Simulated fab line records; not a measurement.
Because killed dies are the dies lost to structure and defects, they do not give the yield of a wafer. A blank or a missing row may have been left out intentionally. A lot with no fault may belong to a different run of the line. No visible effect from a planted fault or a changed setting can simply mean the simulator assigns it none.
fab line records	flow n5-finfet
[record] lots = 7	wafers = 21
route steps=1938 shown SDB@360 HKMG_FIN@406 GATE_CUT@490 MOL_CONTACT_COAG@588 BEOL_M0_SAQP@641
start-h: the number of hours between the record's first day and the start of the first shown wafer of the lot	wait-h: hours from the lot's prior step to this one	" unchanged from the row above	L1.1+2: one row covering several wafers at once	- no value present, or no start provided	* or withheld: withheld	< > ~ a bound
route shown NAME@n: NAME is a module with steps in the file, n the number in the route of the first one	usual: average and standard deviation across the fault-free wafers	same: alike in all rows	chamber/n: place in a boat	sites: each site's reading	_std_site: standard deviation of those values	_edge_site: outer sites' mean less inner sites'	radius-mm: for every site, how far away it sits from the centre of the wafer	mask NAME#n: copy n	behind: the most recent tool/chamber to have shaped the wafer	hold: what put the lot on hold/how long, in hours/how the hold closed	device: names the non-switching transistor (n, p or np)	end of line: the tests these same wafers got at the end of their route	a step given without rows: its recipe and nothing more	killed: not the wafer's yield, but the dies lost to structure and defects at the first sort	map: shows each die of a wafer: x if killed, . if not, _ if none is there
set.NAME: the setting the step ran with; set.NAME@STEP: the setting that earlier step ran with	model.NAME: the simulator's own value behind a step, which no gauge read
lots with deliberately changed settings; one table per step, one row per wafer
[[steps]]
[step N5_SDB_ETCH_17]
[recipe] chemistry = CF4	target = SiARC	target-depth-a = 234	mask-material = CAR-ArF	time-s = 39	ion-energy-ev = 80	pressure-mtorr = 40	source-w = 545	bias-w = 36	Ar_flow_sccm = 100	cf4-flow-sccm = 100	ends = cleared
[usual] etch-rf-on-time-s = 38.8/0.58	rf-vpp-V = 184.0/1.3
lot.wafer	tool	chamber	start-h	wait-h	set.bias-w	set.dose-mj@SDB_EXPOSE_08	etch-rf-on-time-s	rf-vpp-V	model.SDB.cd-offset-nm
L074.3	rie-diel-01	3	67.32	0.0	36	49.6	39.8	184.5	-1
L074.5	"	2	"	"	36	49.6	39.0	183.7	-0.4
L074.6	"	3	"	"	39.07	49.6	38.5	192.9	-0.8
L077.1	rie-diel-01	1	85.94	0.0	36	49.6	39.2	184.6	0.2
L077.4	"	3	"	"	36	49.6	39.8	182.5	-0.8
L077.5	"	0	"	"	36	49.6	39.0	184.2	0
L086.1	rie-diel-06	1	138.01	0.0	36	50.89	39.4	184.9	3
L086.3	"	2	"	"	36	50.89	38.5	182.2	4
L086.6	"	1	"	"	36	49.6	39.4	184.1	1.6
L087.1	rie-diel-01	2	144.64	0.0	42.14	49.6	36.5	203.3	0
L087.2	"	0	"	"	36	49.6	38.4	182.9	-1.6
L087.6	"	0	"	"	42.14	46.98	36.5	201.7	-7
L091.3	rie-diel-06	2	165.37	0.0	36	51.1	38.6	183.9	2.2
L091.4	"	2	"	"	36	49.6	38.1	184.2	-0.6
L091.6	"	0	"	"	30.27	49.6	40.8	166.4	-0.6
L093.1	rie-diel-06	2	178.99	0.0	36	47.02	37.4	182.8	-5.8
L093.2	"	1	"	"	37.85	47.02	37.8	191.7	-6
L093.4	"	3	"	"	36	49.6	38.6	182.6	-0.8
L094.2	rie-diel-01	2	186.88	0.0	36	49.6	39.1	182.0	-1
L094.4	"	2	"	"	36	52.08	39.2	182.9	6.2
L094.6	"	3	"	"	40.52	49.6	36.9	197.8	0
[step N5_HKMG_FIN_ETCH_58]
[recipe] chemistry = N2/H2	target = SOC	target-depth-a = 2158	ion-energy-ev = 50	bias-w = 13	time-s = 741	pressure-mtorr = 30	source-w = 875	n2-flow-sccm = 200	h2-flow-sccm = 200
[usual] rf-vpp-V = 99.0/0.99
lot.wafer	tool	chamber	start-h	wait-h	set.source-w	rf-vpp-V	model.etch.depth-nm	model.HKMG_FIN.feature-depth-nm	model.SOC_of_HKMG_FIN_COAT_41.thk-nm
L074.3	rie-diel-01	2	73.00	0.0	829.5	101.3	207.4	207.4	94
L074.5	"	0	"	"	875	99.3	213.7	213.8	87.8
L074.6	"	3	"	"	875	97.8	211.9	211.8	89.6
L077.1	rie-diel-06	3	92.11	0.0	875	99.7	214.1	214	88
L077.4	"	1	"	"	875	99.7	213	213	88.8
L077.5	"	2	"	"	875	99.3	215.3	215.4	86
L086.1	rie-diel-06	1	144.58	0.0	720.6	106.7	183.1	183	117.6
L086.3	"	2	"	"	875	98.3	223.3	223.2	77
L086.6	"	1	"	"	875	98.9	214.1	214.2	86.8
L087.1	rie-diel-01	1	150.67	0.0	933.3	96.6	226.2	226.2	73.8
L087.2	"	2	"	"	933.3	96.8	228	228	71.4
L087.6	"	0	"	"	933.3	97.0	228.3	228.2	72
L091.3	rie-diel-01	2	171.34	0.0	819.5	100.4	206.1	206	94
L091.4	"	3	"	"	819.5	100.1	207.1	207	93.6
L091.6	"	2	"	"	875	100.4	217.6	217.6	84
L093.1	rie-diel-02	0	186.66	0.0	764.4	106.3	196.2	196.2	105.4
L093.2	"	3	"	"	875	99.3	222.2	222.2	78.2
L093.4	"	1	"	"	764.4	101.5	195	195	105.2
L094.2	rie-diel-02	0	193.05	0.0	875	98.2	219.8	219.8	80.2
L094.4	"	3	"	"	819.5	102.6	209.4	209.4	90.8
L094.6	"	0	"	"	819.5	100.1	208.7	208.8	92.6
[step N5_GATE_CUT_DESCUM_18]
[recipe] chemistry = O2	time-s = 7	source-power-w = 50	bias-power-w = 20	pressure-mtorr = 20	rf-frequency-hz = 2.712e+07	temp-c = 40	resist = CAR-EUV	o2-flow-sccm = 225
lot.wafer	tool	chamber	start-h	wait-h	set.time-s
L074.3+5+6	rie-diel-04	3,2,3	84.41	0.0	7
L077.1+4+5	rie-diel-03	0,0,1	103.99	0.1	7
L086.1+3+6	rie-diel-05	2,3,0	155.83	0.0	7
L087.1+2+6	rie-diel-03	3,2,3	162.37	0.0	7
L091.3	rie-diel-04	0	182.76	0.0	7.657
L091.4+6	"	1	"	"	7
L093.1	rie-diel-04	0	198.42	0.0	7
L093.2+4	"	3,2	"	"	7.604
L094.2+4	rie-diel-04	2,0	204.29	0.0	7
L094.6	"	2	"	"	7.578
[step N5_GATE_CUT_ETCH_28]
[recipe] chemistry = N2/H2	target = underlayer	target-depth-a = 130	mask-material = CAR-EUV	time-s = 10.4	ion-energy-ev = 200	pressure-mtorr = 30	source-w = 840	bias-w = 150	n2-flow-sccm = 200	h2-flow-sccm = 200	ends = cleared
lot.wafer	tool	chamber	start-h	wait-h	set.time-s@GATE_CUT_DESCUM_18	model.CAR-EUV_of_GATE_CUT_COAT_07.thk-nm
L074.3+5+6	rie-diel-04	3,2,3	84.44	0.0	7	14.6
L077.1+5	rie-diel-03	0,1	104.02	0.0	7	14.6
L077.4	"	0	"	"	7	14.4
L086.1+3+6	rie-diel-05	2,3,0	155.87	0.0	7	14.6
L087.1+6	rie-diel-03	3	162.40	0.0	7	14.8
L087.2	"	2	"	"	7	14.6
L091.3	rie-diel-04	0	182.80	0.0	7.657	14.2
L091.4+6	"	1	"	"	7	14.6
L093.1	rie-diel-04	0	198.45	0.0	7	14.8
L093.2+4	"	3,2	"	"	7.604	14.4
L094.2+4	rie-diel-04	2,0	204.33	0.0	7	14.8
L094.6	"	2	"	"	7.578	14.4
[step N5_MOL_CONTACT_COAG_ETCH_47]
[recipe] chemistry = CH3F/O2	target = SiNx	target-depth-a = 270	mask-material = SiO2	stop-on = W	over-etch-frac = 0.2	ion-energy-ev = 120	endpoint = OES-CN	pressure-mtorr = 30	source-w = 395	bias-w = 73	Ar_flow_sccm = 150	CH3F_flow_sccm = 30	O2_flow_sccm = 20	ends = end-point
[usual] rf-vpp-V = 297.5/2.1
lot.wafer	tool	chamber	start-h	wait-h	set.source-w	rf-vpp-V
L074.3	rie-diel-01	3	99.44	0.0	395	298.6
L074.5	"	1	"	"	395	300.2
L074.6	"	2	"	"	342.3	319.3
L077.1	rie-diel-02	0	119.30	0.0	395	301.0
L077.4	"	0	"	"	395	300.9
L077.5	"	2	"	"	395	297.4
L086.1	rie-diel-01	1	170.38	0.0	395	298.8
L086.3	"	3	"	"	395	299.5
L086.6	"	3	"	"	395	297.8
L087.1	rie-diel-06	1	176.24	0.0	373.3	305.5
L087.2	"	2	"	"	373.3	301.4
L087.6	"	1	"	"	395	296.7
L091.3	rie-diel-06	0	198.72	0.0	395	298.3
L091.4	"	1	"	"	395	297.5
L091.6	"	1	"	"	395	297.0
L093.1	rie-diel-01	0	211.87	0.0	395	296.9
L093.2	"	2	"	"	395	297.7
L093.4	"	1	"	"	395	299.3
L094.2	rie-diel-02	2	218.20	0.0	395	296.0
L094.4	"	1	"	"	395	293.8
L094.6	"	2	"	"	395	296.6
[step N5_MOL_CONTACT_COAG_EXPOSE_37]
[recipe] mask-id = VD	na = 0.33	source-shape = annular	sigma-inner = 0.3	sigma-outer = 0.7	polarization = unpolarized	defocus-nm = 0	dose-mj = 62
lot.wafer	tool	chamber	start-h	wait-h	mask	set.dose-mj
L074.3+6	euv-scanner-01	0	99.86	-	VD#0	59.75
L074.5	"	0	"	"	VD#0	62
L077.1+4+5	euv-scanner-01	0	119.70	-	VD#0	62
L086.1+3	euv-scanner-01	0	170.94	-	VD#0	62
L086.6	"	0	"	"	VD#0	59.1
L087.1+2	euv-scanner-01	0	176.64	-	VD#0	62
L087.6	"	0	"	"	VD#0	65.44
L091.3+4+6	euv-scanner-02	0	199.14	-	VD#0	62
L093.1+4	euv-scanner-02	0	212.28	-	VD#0	62
L093.2	"	0	"	"	VD#0	66.54
L094.2+6	euv-scanner-02	0	218.68	-	VD#0	65.89
L094.4	"	0	"	"	VD#0	62
[step N5_MOL_CONTACT_COAG_PEB_38]
[recipe] peb-temp-c = 100	peb-time-s = 60	resist = CAR-EUV
[step N5_MOL_CONTACT_COAG_DEVELOP_39]
[recipe] develop-time-s = 30	developer = TMAH	resist = CAR-EUV	rinse-liquid = surfactant-rinse	dry = air-spin	dev-temp-c = 23
[step N5_MOL_CONTACT_COAG_CD_MEAS_40]
[recipe] target-cd-nm = 25.1	landing-energy-ev = 500	detector = se-inlens	polarity = opening
[usual] cd-nm = 25.04/0.21
lot.wafer	tool	chamber	start-h	wait-h	set.dose-mj@MOL_CONTACT_COAG_EXPOSE_37	cd-nm
L074.3	cd-sem-01	0	99.99	-	59.75	24.60
L074.5	"	0	"	"	62	25.14
L074.6	"	0	"	"	59.75	24.11
L077.1	cd-sem-02	0	119.85	-	62	25.11
L077.4	"	0	"	"	62	25.09
L077.5	"	0	"	"	62	24.86
L086.1	cd-sem-03	0	171.09	-	62	24.81
L086.3	"	0	"	"	62	24.94
L086.6	"	0	"	"	59.1	24.06
L087.1	cd-sem-02	0	176.79	-	62	25.12
L087.2	"	0	"	"	62	24.78
L087.6	"	0	"	"	65.44	26.18
L091.3	cd-sem-02	0	199.27	-	62	25.16
L091.4	"	0	"	"	62	24.89
L091.6	"	0	"	"	62	24.78
L093.1	cd-sem-01	0	212.43	-	62	25.19
L093.2	"	0	"	"	66.54	26.54
L093.4	"	0	"	"	62	25.10
L094.2	cd-sem-02	0	218.81	-	65.89	26.32
L094.4	"	0	"	"	62	24.92
L094.6	"	0	"	"	65.89	26.03
[step N5_MOL_CONTACT_COAG_PRECLEAN_138]
[recipe] chemistry = alkaline-clean	temp-c = 60	time-s = 60	do-ppb = 50
[step N5_MOL_CONTACT_COAG_SRD_139]
[recipe] dry = ipa-marangoni	time-s = 30	temp-c = 23	rinse-liquid = diw
[step N5_MOL_CONTACT_COAG_CD_MEAS_101]
[recipe] target-cd-nm = 16
[usual] cd-nm = 15.95/0.29
lot.wafer	tool	chamber	start-h	wait-h	set.dose-mj@MOL_CONTACT_COAG_EXPOSE_37	cd-nm
L074.3	cd-sem-01	-	101.47	0.0	59.75	15.22
L074.5	"	-	"	"	62	15.55
L074.6	"	-	"	"	59.75	15.33
L077.1	cd-sem-01	-	120.79	0.0	62	16.02
L077.4	"	-	"	"	62	16.38
L077.5	"	-	"	"	62	15.85
L086.1	cd-sem-01	-	172.30	0.0	62	16.01
L086.3	"	-	"	"	62	15.65
L086.6	"	-	"	"	59.1	15.48
L087.1	cd-sem-02	-	179.22	0.0	62	15.98
L087.2	"	-	"	"	62	16.36
L087.6	"	-	"	"	65.44	17.32
L091.3	cd-sem-03	-	200.32	0.0	62	15.72
L091.4	"	-	"	"	62	15.57
L091.6	"	-	"	"	62	15.95
L093.1	cd-sem-02	-	213.37	0.0	62	16.16
L093.2	"	-	"	"	66.54	17.11
L093.4	"	-	"	"	62	16.01
L094.2	cd-sem-01	-	219.76	0.0	65.89	17.29
L094.4	"	-	"	"	62	16.32
L094.6	"	-	"	"	65.89	17.00
[step N5_BEOL_M0_SAQP_COAT_81]
[recipe] resist = SOC	temp-c = 250	time-s = 60	spin-rpm = 1500	resist-thk-nm = 100
lot.wafer	tool	chamber	start-h	wait-h	set.spin-rpm	model.SOC_of_BEOL_M0_SAQP_COAT_81.thk-nm
L074.3	litho-track-04	0	106.37	0.1	1500	100.4
L074.5+6	"	0	"	"	1607	97
L077.1	litho-track-03	0	127.21	0.1	1500	99.8
L077.4	"	0	"	"	1500	100
L077.5	"	0	"	"	1500	100.2
L086.1	litho-track-03	0	178.00	0.1	1500	100.4
L086.3	"	0	"	"	1500	100
L086.6	"	0	"	"	1500	100.2
L087.1+2	litho-track-04	0	184.21	0.1	1500	100.4
L087.6	"	0	"	"	1500	100.6
L091.3	litho-track-05	0	205.19	0.1	1500	100.2
L091.4	"	0	"	"	1585	97.4
L091.6	"	0	"	"	1500	100
L093.1	litho-track-04	0	219.21	0.1	1500	100.4
L093.2	"	0	"	"	1549	98.6
L093.4	"	0	"	"	1500	100.2
L094.2	litho-track-04	0	224.59	0.1	1500	100.4
L094.4	"	0	"	"	1650	96.2
L094.6	"	0	"	"	1500	100.2
[step N5_BEOL_M0_SAQP_COAT_82]
[recipe] resist = SiARC	temp-c = 220	time-s = 60	spin-rpm = 1500	resist-thk-nm = 30
lot.wafer	tool	chamber	start-h	wait-h	set.spin-rpm	model.SiARC_of_BEOL_M0_SAQP_COAT_82.thk-nm
L074.3+5+6	litho-track-04	0	-	-	1500	30.2
L077.1+4	litho-track-03	0	-	-	1500	30.2
L077.5	"	0	"	"	1500	30
L086.1	litho-track-03	0	-	-	1586	29.2
L086.3+6	"	0	"	"	1500	30
L087.1+2+6	litho-track-04	0	-	-	1500	30
L091.3+6	litho-track-05	0	-	-	1500	30.2
L091.4	"	0	"	"	1631	28.8
L093.1	litho-track-04	0	-	-	1500	30.2
L093.2	"	0	"	"	1500	30
L093.4	"	0	"	"	1631	28.8
L094.2	litho-track-04	0	-	-	1345	31.6
L094.4+6	"	0	"	"	1500	30
[step N5_BEOL_M0_SAQP_COAT_08]
[recipe] resist = CAR-ArF	spin-rpm = 1500	resist-thk-nm = 90
[step N5_BEOL_M0_SAQP_EBR_10]
[recipe] solvent = PGMEA	ebr-width-mm = 1.5
[step N5_BEOL_M0_SAQP_DESCUM_19]
[recipe] chemistry = O2	time-s = 7.9	source-power-w = 50	bias-power-w = 20	pressure-mtorr = 20	rf-frequency-hz = 2.712e+07	temp-c = 40	resist = CAR-ArF	o2-flow-sccm = 225
[step N5_BEOL_M0_SAQP_ETCH_83]
[recipe] chemistry = CF4	target = SiARC	target-depth-a = 390	mask-material = CAR-ArF	time-s = 65	ion-energy-ev = 80	pressure-mtorr = 40	source-w = 545	bias-w = 36	Ar_flow_sccm = 100	cf4-flow-sccm = 100	ends = cleared
[usual] etch-rf-on-time-s = 64.8/1.1
lot.wafer	tool	chamber	start-h	wait-h	set.spin-rpm@BEOL_M0_SAQP_COAT_82	etch-rf-on-time-s	model.etch.depth-nm	model.CAR-ArF_of_BEOL_M0_SAQP_COAT_08.thk-nm
L074.3	rie-diel-03	3	106.74	0.0	1500	64.5	30.13	55
L074.5	"	3	"	"	1500	64.4	30.13	55.2
L074.6	"	1	"	"	1500	63.2	30.1	55.2
L077.1	rie-diel-03	0	127.58	0.0	1500	64.8	30.12	55.2
L077.4	"	1	"	"	1500	63.0	30.22	55
L077.5	"	3	"	"	1500	64.7	30.1	55.2
L086.1	rie-diel-05	2	178.37	0.0	1586	64.0	29.2	56
L086.3	"	0	"	"	1500	65.5	29.96	55.4
L086.6	"	2	"	"	1500	66.2	30.02	55.2
L087.1	rie-diel-05	2	184.71	0.0	1500	67.0	30.08	55.6
L087.2	"	1	"	"	1500	65.2	30.05	55.6
L087.6	"	0	"	"	1500	65.7	30.04	55.6
L091.3	rie-diel-03	3	205.69	0.0	1500	65.0	30.11	55.2
L091.4	"	2	"	"	1631	61.0	28.88	56.4
L091.6	"	0	"	"	1500	64.2	30.12	55.4
L093.1	rie-diel-03	0	219.70	0.0	1500	65.0	30.25	55
L093.2	"	2	"	"	1500	63.5	30.07	55.2
L093.4	"	1	"	"	1631	59.9	28.82	56.6
L094.2	rie-diel-04	2	224.96	0.0	1345	68.6	31.67	54.4
L094.4	"	0	"	"	1500	63.1	29.95	55.8
L094.6	"	1	"	"	1500	65.4	29.9	55.8
[step N5_BEOL_M0_SAQP_ETCH_84]
[recipe] chemistry = N2/H2	target = SOC	target-depth-a = 1000	overetch-a = 200	mask-material = SiARC	temp-c = 40	time-s = 150	ion-energy-ev = 200	pressure-mtorr = 30	source-w = 840	bias-w = 150	n2-flow-sccm = 200	h2-flow-sccm = 200
lot.wafer	tool	chamber	start-h	wait-h	set.spin-rpm@BEOL_M0_SAQP_COAT_81	set.spin-rpm@BEOL_M0_SAQP_COAT_82	model.etch.depth-nm	model.SiARC_of_BEOL_M0_SAQP_COAT_82.thk-nm
L074.3	rie-diel-03	3	106.79	0.0	1500	1500	100.3	24.2
L074.5	"	3	"	"	1607	1500	97.02	24.2
L074.6	"	1	"	"	1607	1500	97.06	24.2
L077.1	rie-diel-03	0	127.63	0.0	1500	1500	99.79	24.2
L077.4	"	1	"	"	1500	1500	99.91	24.4
L077.5	"	3	"	"	1500	1500	100.1	24.2
L086.1	rie-diel-05	2	178.42	0.0	1500	1586	100.3	23.6
L086.3	"	0	"	"	1500	1500	100	24.4
L086.6	"	2	"	"	1500	1500	100.1	24.4
L087.1	rie-diel-05	2	184.76	0.0	1500	1500	100.3	24.4
L087.2	"	1	"	"	1500	1500	100.5	24.4
L087.6	"	0	"	"	1500	1500	100.6	24.4
L091.3	rie-diel-03	3	205.74	0.0	1500	1500	100.2	24.4
L091.4	"	2	"	"	1585	1631	97.43	23
L091.6	"	0	"	"	1500	1500	100.1	24.4
L093.1	rie-diel-03	0	219.75	0.0	1500	1500	100.5	24.6
L093.2	"	2	"	"	1549	1500	98.65	24.2
L093.4	"	1	"	"	1500	1631	100.2	23
L094.2	rie-diel-04	2	225.01	0.0	1500	1345	100.5	26
L094.4	"	0	"	"	1650	1500	96.12	24.2
L094.6	"	1	"	"	1500	1500	100.1	24.4
[step N5_BEOL_M0_SAQP_STRIP_80]
[recipe] chemistry = N2/H2	temp-c = 40	n2-flow-sccm = 200	h2-flow-sccm = 200	rf-frequency-hz = 6e+07
[step N5_BEOL_M0_SAQP_HM_OPEN_112]
[recipe] chemistry = CHF3/O2	target = SiO2	stop-on = a-Si	target-depth-a = 120	over-etch-frac = 1.25	mask-material = SOC	time-s = 13.5	pressure-mtorr = 30	source-w = 650	bias-w = 170	Ar_flow_sccm = 200	CHF3_flow_sccm = 50	O2_flow_sccm = 5	ion-energy-ev = 200	ends = end-point
lot.wafer	tool	chamber	start-h	wait-h	set.spin-rpm@BEOL_M0_SAQP_COAT_82	model.SiARC_of_BEOL_M0_SAQP_COAT_82.thk-nm
L074.3+5	rie-diel-03	3	106.89	0.0	1500	4.8
L074.6	"	1	"	"	1500	4.4
L077.1	rie-diel-03	0	127.74	0.0	1500	5
L077.4	"	1	"	"	1500	4.4
L077.5	"	3	"	"	1500	4.6
L086.1	rie-diel-05	2	178.53	0.0	1586	4.6
L086.3	"	0	"	"	1500	5.2
L086.6	"	2	"	"	1500	5.4
L087.1+2+6	rie-diel-05	2,1,0	184.86	0.0	1500	5.4
L091.3	rie-diel-03	3	205.84	0.0	1500	4.8
L091.4	"	2	"	"	1631	3.4
L091.6	"	0	"	"	1500	5
L093.1	rie-diel-03	0	219.86	0.0	1500	5
L093.2	"	2	"	"	1500	4.6
L093.4	"	1	"	"	1631	2.8
L094.2	rie-diel-04	2	225.12	0.0	1345	7.2
L094.4	"	0	"	"	1500	4.8
L094.6	"	1	"	"	1500	5.2
[step N5_BEOL_M0_SAQP_STRIP_113]
[recipe] chemistry = CHF3/O2	resist = SiARC	rf-frequency-hz = 6e+07
[step N5_BEOL_M0_SAQP_MANDREL_ETCH_20]
[recipe] target-depth-a = 600	chemistry = HBr/Cl2	target = a-Si	stop-on = SiNx	bt-time-s = 10	mask-material = SOC	over-etch-frac = 0.5	time-s = 30	pressure-mtorr = 10	icp-w = 800	bias-w = 75	HBr_flow_sccm = 150	Cl2_flow_sccm = 80	ends = end-point
lot.wafer	tool	chamber	start-h	wait-h	set.spin-rpm@BEOL_M0_SAQP_COAT_81	model.SOC_of_BEOL_M0_SAQP_COAT_81.thk-nm
L074.3	rie-si-04	3	106.98	0.0	1500	76.4
L074.5	"	1	"	"	1607	72.8
L074.6	"	0	"	"	1607	73
L077.1+4	rie-si-05	0,3	127.82	0.0	1500	76
L077.5	"	1	"	"	1500	76.6
L086.1	rie-si-02	0	178.61	0.0	1500	76.2
L086.3+6	"	3,2	"	"	1500	76
L087.1+6	rie-si-02	3	184.95	0.0	1500	76.4
L087.2	"	2	"	"	1500	76.2
L091.3+6	rie-si-05	2	205.93	0.0	1500	76.4
L091.4	"	1	"	"	1585	73.8
L093.1	rie-si-04	1	219.94	0.0	1500	76.4
L093.2	"	0	"	"	1549	74.6
L093.4	"	3	"	"	1500	76.2
L094.2	rie-si-04	3	225.20	0.0	1500	76.4
L094.4	"	0	"	"	1650	71.8
L094.6	"	3	"	"	1500	76.2
[[key]]
[split] step = N5_SDB_ETCH_17	setting = bias-w	stated = 36	by = wafer
[response] step = N5_SDB_ETCH_17	reading = etch-rf-on-time-s	change = *	per = 1%	r = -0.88
[response] step = N5_SDB_ETCH_17	reading = rf-vpp-V	change = +1.16	per = 1%	r = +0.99
[split] step = N5_HKMG_FIN_ETCH_58	setting = source-w	stated = 875	by = wafer
[response] step = N5_HKMG_FIN_ETCH_58	reading = rf-vpp-V	change = -0.404	per = 1%	r = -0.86
[response] step = N5_HKMG_FIN_ETCH_58	reading = model.etch.depth-nm	change = +1.95	per = 1%	r = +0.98
[response] step = N5_HKMG_FIN_ETCH_58	reading = model.HKMG_FIN.feature-depth-nm	change = +1.96	per = 1%	r = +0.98
[response] step = N5_HKMG_FIN_ETCH_58	reading = model.SOC_of_HKMG_FIN_COAT_41.thk-nm	change = -1.96	per = 1%	r = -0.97
[split] step = N5_GATE_CUT_DESCUM_18	setting = time-s	stated = 7	by = wafer
[response] step = N5_GATE_CUT_ETCH_28	reading = model.CAR-EUV_of_GATE_CUT_COAT_07.thk-nm	change = -0.0455	per = 1%	r = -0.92
[split] step = N5_MOL_CONTACT_COAG_ETCH_47	setting = source-w	stated = 395	by = wafer
[response] step = N5_MOL_CONTACT_COAG_ETCH_47	reading = rf-vpp-V	change = -1.45	per = 1%	r = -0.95
[split] step = N5_MOL_CONTACT_COAG_EXPOSE_37	setting = dose-mj	stated = 62	by = wafer
[response] step = N5_MOL_CONTACT_COAG_CD_MEAS_40	reading = cd-nm	change = +0.199	per = 1%	r = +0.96
[response] step = N5_MOL_CONTACT_COAG_CD_MEAS_101	reading = cd-nm	change = +0.136	per = 1%	r = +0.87
[split] step = N5_BEOL_M0_SAQP_COAT_81	setting = spin-rpm	stated = 1500	by = wafer
[response] step = N5_BEOL_M0_SAQP_COAT_81	reading = model.SOC_of_BEOL_M0_SAQP_COAT_81.thk-nm	change = -0.445	per = 1%	r = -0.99
[response] step = N5_BEOL_M0_SAQP_ETCH_84	reading = model.etch.depth-nm	change = -0.445	per = 1%	r = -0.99
[response] step = N5_BEOL_M0_SAQP_MANDREL_ETCH_20	reading = model.SOC_of_BEOL_M0_SAQP_COAT_81.thk-nm	change = -0.466	per = 1%	r = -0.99
[split] step = N5_BEOL_M0_SAQP_COAT_82	setting = spin-rpm	stated = 1500	by = wafer
[response] step = N5_BEOL_M0_SAQP_COAT_82	reading = model.SiARC_of_BEOL_M0_SAQP_COAT_82.thk-nm	change = -0.153	per = 1%	r = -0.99
[response] step = N5_BEOL_M0_SAQP_ETCH_83	reading = etch-rf-on-time-s	change = *	per = 1%	r = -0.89
[response] step = N5_BEOL_M0_SAQP_ETCH_83	reading = model.etch.depth-nm	change = -0.154	per = 1%	r = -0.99
[response] step = N5_BEOL_M0_SAQP_ETCH_83	reading = model.CAR-ArF_of_BEOL_M0_SAQP_COAT_08.thk-nm	change = +0.141	per = 1%	r = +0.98
[response] step = N5_BEOL_M0_SAQP_ETCH_84	reading = model.SiARC_of_BEOL_M0_SAQP_COAT_82.thk-nm	change = -0.16	per = 1%	r = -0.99
[response] step = N5_BEOL_M0_SAQP_HM_OPEN_112	reading = model.SiARC_of_BEOL_M0_SAQP_COAT_82.thk-nm	change = -0.196	per = 1%	r = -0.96
split outside-this-file step=N5_SDB_EXPOSE_08 setting=dose-mj
// split outside-this-file: this setting was split too, and the file shows its column; the key of that split is in another file
